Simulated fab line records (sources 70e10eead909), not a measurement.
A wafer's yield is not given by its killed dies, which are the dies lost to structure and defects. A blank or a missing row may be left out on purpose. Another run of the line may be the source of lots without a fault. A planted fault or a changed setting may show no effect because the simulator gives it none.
Which tool was responsible? ; flow nandHarc ; 12 lots, 36 wafers sampled, at 1 step of a route of 1302

## WHAT EACH GAUGE READ, for each wafer
NHARC_A_CHANNEL_HOLE_D2_OVL_MEAS_11. Usual: overlayXNm -0.1 nm, standard deviation 0.82; overlayYNm 0.0 nm, standard deviation 0.95.
lot;measured;on;overlayXNm (nm);overlayYNm (nm);flag
L630;day 12 19:09;overlay-01;0.1 -0.5 -0.2;-0.8 -0.4 -1.4;
L631;day 13 21:55;overlay-02;0.6 0.1 0.3;-0.5 -0.9 -1.0;
L632;day 14 07:29;overlay-02;-0.8 -1.0 -0.6;-0.5 0.7 -0.1;
L633;day 15 10:20;overlay-02;0.8 1.4 0.6;-1.8 -1.2 -1.8;
L642;day 18 10:17;overlay-01;1.1 1.3 0.8;-0.2 -0.1 -0.4;
L643;day 18 11:57;overlay-01;-0.2 -0.4 0.1;-0.2 -0.5 -0.8;
L646;day 19 23:47;overlay-02;-0.3 -0.3 -1.1;-0.4 0.3 -0.7;
L644;day 20 00:16;overlay-01;-1.0 -0.8 -1.1;-0.4 -0.9 -1.2;
L648;day 20 12:29;overlay-01;-1.2 -0.9 -1.3;0.6 0.2 -0.2;
L650;day 21 03:17;overlay-02;-0.2 0.1 0.3;-0.4 -0.4 -0.1;
L649;day 21 03:30;overlay-01;-1.2 -0.9 -1.4;0.5 0.2 0.4;
L651;day 21 22:25;overlay-02;1.3 1.4 1.1;0.9 0.4 0.4;

## EACH LOT AND THE TOOL THAT RAN IT (in order: tool; ch and the chambers of the sampled wafers; start)
The record holds no process step before these readings.

## WHAT THE TOOLS THEMSELVES READ (means of the sampled wafers that have a number; where no wafer has one, the mark that the record gives instead)
The record holds no such reading with a usual standard deviation.

## THE ANSWER, worked out from the rows above alone
Rule: a lot is off if the mean of its wafers that have a number lies more than 3 standard deviations from the usual mean. Also off: a lot with no number at a reading for which 4 or more lots have one. The other lots that the step has rows for count as sound. First the gauges in route order, then the tools' own readings, where a lot's mean is used as printed above. At the first step where some lot is off, the reading lying furthest off is the one used; lots without a number count as furthest.
Across all readings shown, no lot is off: no conclusion can be drawn from this.

## WHAT THE SIMULATOR PUT IN
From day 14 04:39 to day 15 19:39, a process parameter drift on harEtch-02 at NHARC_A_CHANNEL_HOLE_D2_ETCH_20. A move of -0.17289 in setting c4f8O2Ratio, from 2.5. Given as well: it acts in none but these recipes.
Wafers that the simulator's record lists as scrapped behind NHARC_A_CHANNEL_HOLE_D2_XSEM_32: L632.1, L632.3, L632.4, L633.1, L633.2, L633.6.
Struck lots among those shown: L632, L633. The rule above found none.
